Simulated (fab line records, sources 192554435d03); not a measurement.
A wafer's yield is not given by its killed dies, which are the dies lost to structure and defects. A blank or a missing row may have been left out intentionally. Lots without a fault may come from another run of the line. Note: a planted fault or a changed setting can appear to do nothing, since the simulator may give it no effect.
fab line records	flow n5Finfet
record: lots: 24	wafers: 72	lastDay: 18
route steps=1938 shown BEOL_M1@823 BEOL_M2@843
lots untouched by any fault: they come from a run of this same line in which no faults occurred
startH: hours from the record's opening day to when the first of the lot's shown wafers began	waitH: hours since the lot's step before	" unchanged from the row above	L1.1+2: a row that stands for several wafers	- no value present, or no start provided	* or withheld: withheld	< > ~ a bound
route shown NAME@n: a module of which the file shows steps, and the number in the route of the first	usual: the fault-free wafers' mean and standard deviation	same: alike in all rows	chamber/n: place in a boat	sites: per-site readings	_std_site: their standard deviation	_edge_site: outer sites' mean less inner sites'	radiusMm: how far each site lies from the wafer's centre	mask NAME#n: copy n	behind: the most recent tool/chamber to have shaped the wafer	hold: cause of the lot's hold/its duration in hours/its outcome	device: which transistor (n, p or np) failed to switch	end of line: the tests these same wafers got at the end of their route	a step given without rows: its recipe and nothing more	killed: the dies lost at the first sort to structure and to defects; this is not the yield of the wafer	map: the dies of a wafer, with x for killed, . for not killed, _ for no die there
set.NAME: the setting that was run; set.NAME@STEP: the one run at that earlier step	model.NAME: the simulator's own value behind a step, which no gauge read
the route's steps for a sample of lots (tables are steps, rows are wafers)
services: from which hour (startH, from the record's first day; less than 0 if before it) a tool's chamber was out of use, for how many hours, and why
== steps ==
step: N5_BEOL_M1_ANNEAL_89
recipe: tempC: 400	timeS: 240	ambient: vacuum
usual: heaterPowerW: 853/74
same: timeS: 240
lot.wafer	tool	chamber	startH	waitH	heaterPowerW
L074.1	pvdSputter-02	-	136.75	0.0	1033
L074.4	"	-	"	"	899
L074.5	"	-	"	"	1033
L075.4	pvdSputter-02	-	139.65	0.0	901
L075.5	"	-	"	"	850
L075.6	"	-	"	"	908
L076.2	pvdSputter-01	-	139.77	0.0	815
L076.3	"	-	"	"	772
L076.4	"	-	"	"	820
L077.1	pvdSputter-02	-	145.33	0.0	896
L077.2	"	-	"	"	834
L077.4	"	-	"	"	1008
L078.1	pvdSputter-03	-	146.96	0.0	802
L078.4	"	-	"	"	872
L078.6	"	-	"	"	809
L079.1	pvdSputter-03	-	161.36	0.0	801
L079.3	"	-	"	"	792
L079.6	"	-	"	"	799
L080.3	pvdSputter-01	-	164.20	0.0	805
L080.4	"	-	"	"	773
L080.5	"	-	"	"	843
L081.2	pvdSputter-01	-	170.36	0.0	845
L081.3	"	-	"	"	808
L081.5	"	-	"	"	820
L082.3	pvdSputter-03	-	173.57	0.0	801
L082.4	"	-	"	"	801
L082.5	"	-	"	"	798
L083.2	pvdSputter-03	-	180.63	0.0	807
L083.5	"	-	"	"	826
L083.6	"	-	"	"	862
L084.2	pvdSputter-03	-	186.69	0.0	824
L084.3	"	-	"	"	803
L084.6	"	-	"	"	799
L085.2	pvdSputter-02	-	196.72	0.0	903
L085.5	"	-	"	"	840
L085.6	"	-	"	"	894
L086.1	pvdSputter-02	-	199.20	0.0	832
L086.3	"	-	"	"	887
L086.5	"	-	"	"	1026
L087.1	pvdSputter-02	-	211.35	0.0	818
L087.5	"	-	"	"	1052
L087.6	"	-	"	"	843
L088.1	pvdSputter-01	-	213.96	0.0	843
L088.3	"	-	"	"	822
L088.4	"	-	"	"	766
L090.2	pvdSputter-01	-	221.16	0.0	815
L090.3	"	-	"	"	812
L090.5	"	-	"	"	770
L089.1	pvdSputter-02	-	221.64	0.0	833
L089.4	"	-	"	"	1036
L089.5	"	-	"	"	1028
L091.2	pvdSputter-02	-	227.37	0.0	1043
L091.3	"	-	"	"	848
L091.6	"	-	"	"	901
L092.1	pvdSputter-02	-	238.98	0.0	843
L092.2	"	-	"	"	903
L092.3	"	-	"	"	849
L093.3	pvdSputter-01	-	243.66	0.0	839
L093.4	"	-	"	"	776
L093.6	"	-	"	"	785
L094.1	pvdSputter-02	-	249.24	0.0	1047
L094.5	"	-	"	"	834
L094.6	"	-	"	"	880
L095.2	pvdSputter-02	-	254.14	0.0	823
L095.3	"	-	"	"	909
L095.4	"	-	"	"	831
L096.2	pvdSputter-01	-	254.81	0.0	749
L096.4	"	-	"	"	844
L096.6	"	-	"	"	821
L097.3	pvdSputter-02	-	265.06	0.0	830
L097.5	"	-	"	"	885
L097.6	"	-	"	"	825
step: N5_BEOL_M1_SPUTTER_92
recipe: material: Cu	targetThkA: 45	tempC: -20	chamberPressurePa: 0.07	powerW: withheld	timeS: 8.29
usual: throttleValvePct: 30.1/1.2
same: timeS: 8.29
lot.wafer	tool	chamber	startH	waitH	throttleValvePct
L074.1	pvdSputter-02	-	137.11	0.1	27.5
L074.4	"	-	"	"	30.9
L074.5	"	-	"	"	27.7
L075.4	pvdSputter-02	-	140.01	0.1	31.2
L075.5	"	-	"	"	31.2
L075.6	"	-	"	"	31.2
L076.2	pvdSputter-01	-	140.13	0.1	31.5
L076.3	"	-	"	"	29.7
L076.4	"	-	"	"	28.5
L077.1	pvdSputter-02	-	145.69	0.1	31.0
L077.2	"	-	"	"	29.9
L077.4	"	-	"	"	27.7
L078.1	pvdSputter-03	-	147.35	0.1	29.9
L078.4	"	-	"	"	31.0
L078.6	"	-	"	"	30.9
L079.1	pvdSputter-03	-	161.72	0.1	30.0
L079.3	"	-	"	"	30.1
L079.6	"	-	"	"	30.0
L080.3	pvdSputter-01	-	164.56	0.1	28.7
L080.4	"	-	"	"	31.0
L080.5	"	-	"	"	31.2
L081.2	pvdSputter-01	-	170.72	0.1	31.5
L081.3	"	-	"	"	28.8
L081.5	"	-	"	"	29.0
L082.3	pvdSputter-03	-	173.93	0.1	30.1
L082.4	"	-	"	"	29.7
L082.5	"	-	"	"	29.5
L083.2	pvdSputter-03	-	180.99	0.1	29.6
L083.5	"	-	"	"	30.0
L083.6	"	-	"	"	31.0
L084.2	pvdSputter-03	-	187.05	0.1	29.9
L084.3	"	-	"	"	30.1
L084.6	"	-	"	"	30.1
L085.2	pvdSputter-02	-	197.08	0.1	31.3
L085.5	"	-	"	"	29.6
L085.6	"	-	"	"	31.1
L086.1	pvdSputter-02	-	199.56	0.1	29.5
L086.3	"	-	"	"	31.3
L086.5	"	-	"	"	27.9
L087.1	pvdSputter-02	-	211.71	0.1	30.0
L087.5	"	-	"	"	27.8
L087.6	"	-	"	"	31.2
L088.1	pvdSputter-01	-	214.32	0.1	31.6
L088.3	"	-	"	"	29.1
L088.4	"	-	"	"	30.9
L090.2	pvdSputter-01	-	221.52	0.1	31.8
L090.3	"	-	"	"	28.8
L090.5	"	-	"	"	30.8
L089.1	pvdSputter-02	-	222.00	0.1	31.1
L089.4	"	-	"	"	27.6
L089.5	"	-	"	"	27.6
L091.2	pvdSputter-02	-	227.73	0.1	27.7
L091.3	"	-	"	"	31.2
L091.6	"	-	"	"	31.0
L092.1	pvdSputter-02	-	239.34	0.1	29.8
L092.2	"	-	"	"	31.2
L092.3	"	-	"	"	31.1
L093.3	pvdSputter-01	-	244.02	0.1	31.6
L093.4	"	-	"	"	31.0
L093.6	"	-	"	"	29.8
L094.1	pvdSputter-02	-	249.60	0.1	27.8
L094.5	"	-	"	"	31.1
L094.6	"	-	"	"	31.2
L095.2	pvdSputter-02	-	254.50	0.1	29.5
L095.3	"	-	"	"	31.2
L095.4	"	-	"	"	31.2
L096.2	pvdSputter-01	-	255.17	0.1	30.9
L096.4	"	-	"	"	31.8
L096.6	"	-	"	"	31.5
L097.3	pvdSputter-02	-	265.42	0.1	29.9
L097.5	"	-	"	"	31.2
L097.6	"	-	"	"	30.0
step: N5_BEOL_M2_PECVD_72
recipe: material: SiO2	targetThkA: 160	tempC: 400	precursor: TEOS/O2	pressureTorr: 5.5	rfW: 450	teosFlowSccm: 53.8	gas: O2	flowSccm: 3000	timeS: 18
usual: heaterPowerW: 719/75	showerheadPlenumPTorr: 8.83/0.085	throttleValvePct: 22.4/1.6
same: timeS: 18
lot.wafer	tool	chamber	startH	waitH	heaterPowerW	showerheadPlenumPTorr	throttleValvePct
L074.1	pecvd-02	0	138.76	0.0	658	8.71	21.9
L074.4	"	0	"	"	658	8.71	21.9
L074.5	"	2	"	"	655	8.74	22.9
L075.4	pecvd-01	1	141.70	0.1	796	8.87	25.7
L075.5	"	0	"	"	705	8.75	21.9
L075.6	"	2	"	"	682	8.93	21.1
L076.2	pecvd-01	0	141.80	0.0	591	8.76	22.0
L076.3	"	2	"	"	692	8.94	20.9
L076.4	"	1	"	"	871	8.86	25.5
L077.1	pecvd-01	2	147.36	0.0	665	8.93	20.9
L077.2	"	1	"	"	776	8.86	25.6
L077.4	"	2	"	"	665	8.91	21.0
L078.1	pecvd-03	0	149.06	0.0	891	8.89	21.3
L078.4	"	0	"	"	880	8.89	21.1
L078.6	"	1	"	"	731	8.82	21.9
L079.1	pecvd-01	2	163.53	0.0	714	8.94	20.8
L079.3	"	1	"	"	855	8.85	25.6
L079.6	"	2	"	"	708	8.94	21.0
L080.3	pecvd-01	1	166.23	0.0	857	8.83	25.4
L080.4	"	2	"	"	719	8.94	21.0
L080.5	"	0	"	"	687	8.78	22.4
L081.2	pecvd-01	1	172.37	0.0	865	8.85	25.6
L081.3	"	0	"	"	704	8.78	22.0
L081.5	"	1	"	"	857	8.86	25.3
L082.3	pecvd-03	2	175.60	0.0	754	8.92	21.1
L082.4	"	1	"	"	718	8.81	21.7
L082.5	"	2	"	"	734	8.91	21.4
L083.2	pecvd-01	1	182.80	0.0	706	8.87	25.6
L083.5	"	0	"	"	648	8.76	22.1
L083.6	"	2	"	"	672	8.95	21.1
L084.2	pecvd-01	2	188.71	0.0	753	8.95	20.8
L084.3	"	0	"	"	729	8.79	22.1
L084.6	"	2	"	"	779	8.92	21.1
L085.2	pecvd-03	2	198.77	0.1	680	8.91	21.7
L085.5	"	1	"	"	650	8.84	21.9
L085.6	"	2	"	"	700	8.93	21.4
L086.1	pecvd-01	0	201.21	0.0	693	8.76	22.4
L086.3	"	2	"	"	799	8.93	20.8
L086.5	"	2	"	"	795	8.96	21.1
L087.1	pecvd-03	1	213.62	0.0	689	8.82	21.9
L087.5	"	1	"	"	689	8.85	21.7
L087.6	"	2	"	"	725	8.91	21.6
L088.1	pecvd-01	1	216.01	0.0	736	8.88	25.7
L088.3	"	0	"	"	706	8.74	22.4
L088.4	"	1	"	"	755	8.86	25.6
L090.2	pecvd-01	0	223.21	0.0	628	8.76	22.3
L090.3	"	1	"	"	848	8.86	25.6
L090.5	"	1	"	"	827	8.85	25.7
L089.1	pecvd-03	2	223.67	0.0	678	8.91	21.7
L089.4	"	2	"	"	677	8.89	21.6
L089.5	"	0	"	"	813	8.89	21.3
L091.2	pecvd-02	1	229.62	0.0	574	8.69	22.0
L091.3	"	0	"	"	750	8.71	22.2
L091.6	"	1	"	"	581	8.71	21.9
L092.1	pecvd-02	0	241.12	0.0	777	8.72	21.8
L092.2	"	1	"	"	611	8.67	21.6
L092.3	"	1	"	"	604	8.71	21.9
L093.3	pecvd-02	1	245.70	0.1	590	8.71	21.8
L093.4	"	0	"	"	714	8.69	21.9
L093.6	"	0	"	"	712	8.68	22.1
L094.1	pecvd-02	0	251.30	0.0	691	8.72	22.2
L094.5	"	0	"	"	683	8.71	22.1
L094.6	"	1	"	"	605	8.69	22.0
L095.2	pecvd-01	0	256.24	0.0	598	8.75	22.4
L095.3	"	1	"	"	767	8.87	25.8
L095.4	"	0	"	"	601	8.76	22.6
L096.2	pecvd-01	0	257.21	0.0	715	8.76	22.1
L096.4	"	1	"	"	784	8.84	25.6
L096.6	"	2	"	"	700	8.93	21.2
L097.3	pecvd-03	2	267.13	0.0	744	8.91	21.6
L097.5	"	0	"	"	858	8.89	21.4
L097.6	"	2	"	"	748	8.90	21.8
step: N5_BEOL_M2_OVL_MEAS_12
recipe: pointsPerWafer: 522
usual: M2_OVL: -0.3/0.73
lot.wafer	tool	chamber	startH	waitH	M2_OVL[nm]
L074.1	overlay-01	0	140.13	0.0	-0.7
L074.4	"	0	"	"	-0.3
L074.5	"	0	"	"	-1.3
L075.4	overlay-02	0	142.69	0.0	-0.5
L075.5	"	0	"	"	0.8
L075.6	"	0	"	"	-0.4
L076.2	overlay-01	0	142.78	0.0	-0.7
L076.3	"	0	"	"	0.9
L076.4	"	0	"	"	-1.1
L077.1	overlay-01	0	150.92	0.0	-0.5
L077.2	"	0	"	"	0.1
L077.4	"	0	"	"	0.3
L078.1	overlay-01	0	151.66	0.0	0.1
L078.4	"	0	"	"	-1.0
L078.6	"	0	"	"	-0.2
L079.1	overlay-02	0	165.79	0.0	0.4
L079.3	"	0	"	"	-0.8
L079.6	"	0	"	"	0.6
L080.3	overlay-02	0	168.77	0.0	0.0
L080.4	"	0	"	"	-0.6
L080.5	"	0	"	"	0.8
L081.2	overlay-02	0	174.89	0.0	-0.8
L081.3	"	0	"	"	0.3
L081.5	"	0	"	"	-0.3
L082.3	overlay-01	0	176.61	0.0	-0.8
L082.4	"	0	"	"	-0.1
L082.5	"	0	"	"	-1.4
L083.2	overlay-01	0	184.88	0.0	-0.5
L083.5	"	0	"	"	-0.1
L083.6	"	0	"	"	-0.2
L084.2	overlay-01	0	190.15	0.0	1.0
L084.3	"	0	"	"	-1.4
L084.6	"	0	"	"	0.4
L085.2	overlay-02	0	200.83	0.0	0.2
L085.5	"	0	"	"	-1.5
L085.6	"	0	"	"	-0.2
L086.1	overlay-01	0	202.19	0.0	-0.7
L086.3	"	0	"	"	0.5
L086.5	"	0	"	"	-0.6
L087.1	overlay-02	0	215.12	0.0	-0.5
L087.5	"	0	"	"	0.2
L087.6	"	0	"	"	-0.5
L088.1	overlay-01	0	219.08	0.1	-0.4
L088.3	"	0	"	"	-1.1
L088.4	"	0	"	"	0.2
L090.2	overlay-01	0	223.70	0.0	0.0
L090.3	"	0	"	"	-0.8
L090.5	"	0	"	"	-1.2
L089.1	overlay-02	0	225.73	0.0	-0.1
L089.4	"	0	"	"	1.0
L089.5	"	0	"	"	-0.9
L091.2	overlay-01	0	231.92	0.0	-0.6
L091.3	"	0	"	"	0.0
L091.6	"	0	"	"	-0.3
L092.1	overlay-01	0	242.18	0.0	-0.1
L092.2	"	0	"	"	0.8
L092.3	"	0	"	"	-0.7
L093.3	overlay-01	0	247.01	0.0	-0.4
L093.4	"	0	"	"	0.2
L093.6	"	0	"	"	-0.2
L094.1	overlay-02	0	252.42	0.0	-1.6
L094.5	"	0	"	"	-2.9
L094.6	"	0	"	"	-0.6
L095.2	overlay-01	0	257.08	0.0	0.1
L095.3	"	0	"	"	0.2
L095.4	"	0	"	"	-0.2
L096.2	overlay-02	0	259.56	0.0	-1.2
L096.4	"	0	"	"	-0.5
L096.6	"	0	"	"	-0.1
L097.3	overlay-02	0	269.49	0.0	-1.3
L097.5	"	0	"	"	-1.4
L097.6	"	0	"	"	-0.2
step: N5_BEOL_M2_OVL_MEAS_29
recipe: pointsPerWafer: 522
usual: V1_OVL: -0.7/0.68
lot.wafer	tool	chamber	startH	waitH	V1_OVL[nm]
L074.1	overlay-02	0	141.80	0.0	-0.5
L074.4	"	0	"	"	-1.1
L074.5	"	0	"	"	-1.1
L075.4	overlay-02	0	143.62	0.0	-0.5
L075.5	"	0	"	"	-1.7
L075.6	"	0	"	"	-0.9
L076.2	overlay-01	0	143.79	0.0	-0.5
L076.3	"	0	"	"	0.1
L076.4	"	0	"	"	-0.5
L077.1	overlay-02	0	152.08	0.0	-1.0
L077.2	"	0	"	"	-0.2
L077.4	"	0	"	"	-0.2
L078.1	overlay-02	0	152.54	0.0	-0.6
L078.4	"	0	"	"	-1.2
L078.6	"	0	"	"	-1.4
L079.1	overlay-02	0	166.97	0.0	0.9
L079.3	"	0	"	"	1.4
L079.6	"	0	"	"	-0.3
L080.3	overlay-01	0	170.12	0.0	-0.8
L080.4	"	0	"	"	-1.3
L080.5	"	0	"	"	-0.3
L081.2	overlay-01	0	176.00	0.0	-0.2
L081.3	"	0	"	"	-0.3
L081.5	"	0	"	"	-2.0
L082.3	overlay-01	0	177.48	0.0	-0.9
L082.4	"	0	"	"	-1.1
L082.5	"	0	"	"	-0.9
L083.2	overlay-01	0	185.85	0.0	0.8
L083.5	"	0	"	"	-0.2
L083.6	"	0	"	"	-1.2
L084.2	overlay-02	0	191.23	0.0	-1.6
L084.3	"	0	"	"	0.0
L084.6	"	0	"	"	-1.7
L085.2	overlay-02	0	201.86	0.0	-0.9
L085.5	"	0	"	"	-1.3
L085.6	"	0	"	"	-1.3
L086.1	overlay-02	0	203.07	0.0	-0.7
L086.3	"	0	"	"	-0.5
L086.5	"	0	"	"	-1.9
L087.1	overlay-02	0	216.12	0.0	-0.6
L087.5	"	0	"	"	-1.0
L087.6	"	0	"	"	-0.8
L088.1	overlay-01	0	220.01	0.0	0.1
L088.3	"	0	"	"	-1.7
L088.4	"	0	"	"	-0.9
L090.2	overlay-02	0	224.73	0.0	-0.2
L090.3	"	0	"	"	0.9
L090.5	"	0	"	"	0.4
L089.1	overlay-01	0	227.01	0.0	-0.9
L089.4	"	0	"	"	-1.5
L089.5	"	0	"	"	-1.7
L091.2	overlay-01	0	232.97	0.0	-0.9
L091.3	"	0	"	"	0.5
L091.6	"	0	"	"	-0.7
L092.1	overlay-01	0	243.11	0.0	-0.4
L092.2	"	0	"	"	-0.4
L092.3	"	0	"	"	-1.3
L093.3	overlay-02	0	247.89	0.0	-0.4
L093.4	"	0	"	"	-0.3
L093.6	"	0	"	"	-0.4
L094.1	overlay-01	0	253.42	0.0	-1.7
L094.5	"	0	"	"	-1.8
L094.6	"	0	"	"	-1.8
L095.2	overlay-02	0	258.09	0.0	-0.5
L095.3	"	0	"	"	-0.6
L095.4	"	0	"	"	-0.6
L096.2	overlay-01	0	260.51	0.0	-1.2
L096.4	"	0	"	"	-0.6
L096.6	"	0	"	"	-1.8
L097.3	overlay-02	0	271.00	0.0	0.3
L097.5	"	0	"	"	-0.8
L097.6	"	0	"	"	0.0
step: N5_BEOL_M2_ETCH_70
recipe: chemistry: N2/H2	target: SOC	targetDepthA: 800	overetchA: 240	maskMaterial: SiARC	tempC: 40	timeS: 130	ionEnergyEv: 200	pressureMtorr: 30	sourceW: 840	biasW: 150	n2FlowSccm: 200	h2FlowSccm: 200
usual: drypumpMotorCurrentA: 5.8/0.59	oesProductAu: 0.59/0.058	rfVppV: 522.8/2.1	showerheadPlenumPTorr: 2.50/0.072	throttleValvePct: 17.7/0.38
same: timeS: 130
lot.wafer	tool	chamber	startH	waitH	drypumpMotorCurrentA	oesProductAu	rfHoursCounterH	rfVppV	showerheadPlenumPTorr	throttleValvePct
L074.1	rieDiel-05	3	142.55	0.0	4.9	0.64	27	521.8	2.48	17.2
L074.4	"	0	"	"	6.0	0.58	117	522.1	2.47	17.7
L074.5	"	3	"	"	4.9	0.64	-	522.1	2.48	17.2
L075.4	rieDiel-05	2	145.73	0.0	6.6	0.53	192	522.6	2.53	18.0
L075.5	"	2	"	"	6.6	0.53	-	522.6	2.53	18.0
L075.6	"	1	"	"	6.4	0.66	-	522.5	2.47	17.5
L076.2	rieDiel-02	2	151.72	0.0	6.2	0.58	82	521.9	2.47	17.8
L076.3	"	3	"	"	5.9	0.52	213	522.8	2.52	18.1
L076.4	"	1	"	"	5.5	0.65	27	523.1	2.48	17.2
L077.1	rieDiel-05	2	156.90	0.0	6.6	0.53	195	523.8	2.53	18.0
L077.2	"	0	"	"	6.0	0.57	121	521.2	2.47	17.7
L077.4	"	1	"	"	6.3	0.66	42	521.1	2.47	17.5
L078.1	rieDiel-02	2	157.08	0.0	6.2	0.58	83	521.8	2.47	17.8
L078.4	"	3	"	"	6.0	0.52	214	523.7	2.52	18.1
L078.6	"	3	"	"	6.0	0.53	-	523.6	2.52	18.1
L079.1	rieDiel-05	3	167.96	0.0	4.9	0.63	35	521.9	2.47	17.2
L079.3	"	0	"	"	6.0	0.57	126	519.6	2.46	17.7
L079.6	"	3	"	"	4.9	0.63	-	523.7	2.47	17.2
L080.3	rieDiel-06	3	171.28	0.0	6.5	0.54	176	525.4	2.66	18.1
L080.4	"	3	"	"	6.5	0.54	-	528.4	2.66	18.1
L080.5	"	0	"	"	4.9	0.52	-	521.3	2.42	18.3
L081.2	rieDiel-02	0	180.92	0.0	5.1	0.64	47	521.0	2.50	17.8
L081.3	"	2	"	"	6.2	0.58	92	521.1	2.47	17.8
L081.5	"	1	"	"	5.5	0.64	-	522.6	2.48	17.2
L082.3	rieDiel-02	1	189.32	0.0	5.5	0.64	39	520.9	2.48	17.2
L082.4	"	2	"	"	6.3	0.57	94	522.1	2.47	17.8
L082.5	"	3	"	"	6.0	0.51	-	523.5	2.52	18.1
L083.2	rieDiel-06	0	189.39	0.0	4.9	0.51	218	520.4	2.42	18.3
L083.5	"	3	"	"	6.4	0.54	-	525.4	2.66	18.1
L083.6	"	2	"	"	6.2	0.66	-	522.0	2.49	17.7
L084.2	rieDiel-02	0	196.90	0.0	5.1	0.63	53	524.0	2.50	17.8
L084.3	"	3	"	"	6.0	0.52	228	520.6	2.52	18.2
L084.6	"	2	"	"	6.2	0.58	-	519.6	2.47	17.8
L085.2	rieDiel-02	3	203.92	0.0	6.0	0.51	230	523.8	2.52	18.2
L085.5	"	2	"	"	6.2	0.57	-	522.1	2.46	17.8
L085.6	"	1	"	"	5.5	0.63	-	522.4	2.47	17.2
L086.1	rieDiel-02	0	207.09	0.0	5.1	0.63	56	521.6	2.50	17.8
L086.3	"	1	"	"	5.5	0.63	45	522.8	2.47	17.2
L086.5	"	2	"	"	6.2	0.57	-	520.9	2.46	17.8
L087.1	rieDiel-02	0	220.54	0.0	5.0	0.63	61	520.7	2.49	17.8
L087.5	"	2	"	"	6.2	0.57	-	523.3	2.46	17.9
L087.6	"	3	"	"	6.0	0.51	-	520.8	2.51	18.2
L088.1	rieDiel-05	3	227.62	0.0	4.9	0.60	61	523.0	2.46	17.2
L088.3	"	0	"	"	6.0	0.55	151	519.7	2.45	17.7
L088.4	"	1	"	"	6.4	0.65	53	522.1	2.47	17.5
L090.2	rieDiel-02	3	230.91	0.0	6.0	0.51	239	523.3	2.51	18.2
L090.3	"	0	"	"	5.0	0.62	65	521.9	2.49	17.8
L090.5	"	1	"	"	5.5	0.62	-	522.4	2.47	17.2
L089.1	rieDiel-06	2	231.00	0.0	6.2	0.64	46	522.3	2.48	17.7
L089.4	"	1	"	"	5.9	0.68	21	527.0	2.69	17.2
L089.5	"	1	"	"	5.9	0.68	-	527.1	2.69	17.2
L091.2	rieDiel-06	1	233.97	0.0	5.9	0.68	22	528.2	2.69	17.2
L091.3	"	2	"	"	6.2	0.64	47	522.6	2.48	17.7
L091.6	"	0	"	"	4.9	0.51	-	521.2	2.41	18.3
L092.1	rieDiel-05	1	246.71	0.0	6.4	0.65	58	523.4	2.46	17.5
L092.2	"	0	"	"	6.0	0.55	156	521.4	2.45	17.8
L092.3	"	2	"	"	6.6	0.51	229	523.7	2.52	18.1
L093.3	rieDiel-06	2	249.23	0.0	6.2	0.63	52	521.8	2.48	17.7
L093.4	"	3	"	"	6.5	0.53	206	527.0	2.64	18.2
L093.6	"	1	"	"	5.9	0.67	-	528.2	2.68	17.2
L094.1	rieDiel-05	2	255.14	0.0	6.6	0.51	232	523.4	2.51	18.1
L094.5	"	0	"	"	6.0	0.55	-	520.8	2.45	17.8
L094.6	"	3	"	"	4.9	0.59	-	523.6	2.46	17.3
L095.2	rieDiel-05	2	260.93	0.0	6.6	0.51	234	522.1	2.51	18.1
L095.3	"	1	"	"	6.4	0.64	64	522.2	2.46	17.5
L095.4	"	2	"	"	6.6	0.51	-	523.3	2.51	18.1
L096.2	rieDiel-06	2	265.47	0.0	6.2	0.63	57	523.3	2.48	17.7
L096.4	"	1	"	"	5.9	0.65	33	527.6	2.68	17.2
L096.6	"	0	"	"	4.9	0.50	-	520.6	2.41	18.4
L097.3	rieDiel-06	0	276.19	0.0	4.9	0.51	247	520.6	2.41	18.4
L097.5	"	1	"	"	5.9	0.66	-	528.2	2.68	17.3
L097.6	"	2	"	"	6.2	0.63	-	521.7	2.47	17.7
== services ==
tool	chamber	startH	hours	kind
pecvd-02	1	115.72	5.5	scheduledDown
rieDiel-02	0	126.72	16.1	repair
pecvd-03	-	148.09	0.9	repair
rieDiel-06	1	151.02	-	clean
rieDiel-06	1	151.02	-	consumableReplace:focusRing
rieDiel-06	1	151.02	-	consumableReplace:showerhead
rieDiel-06	1	151.02	25.5	scheduledDown
rieDiel-06	1	151.02	25.5	ventCycle
rieDiel-05	1	162.15	36.3	repair
pecvd-02	-	184.99	27.0	repair
rieDiel-06	2	197.89	1.5	repair
rieDiel-02	1	198.27	1.6	repair
pecvd-03	1	218.40	5.5	scheduledDown
rieDiel-06	0	220.63	6.6	repair
pecvd-03	0	224.32	5.5	scheduledDown
rieDiel-02	-	229.71	0.5	repair
pecvd-02	2	231.85	5.5	scheduledDown
rieDiel-05	0	258.19	9.4	repair
rieDiel-02	3	259.59	-	clean
rieDiel-02	3	259.59	-	consumableReplace:focusRing
rieDiel-02	3	259.59	11.6	scheduledDown
rieDiel-02	3	259.59	11.6	ventCycle
rieDiel-02	0	264.49	9.9	repair
== key ==
fault none
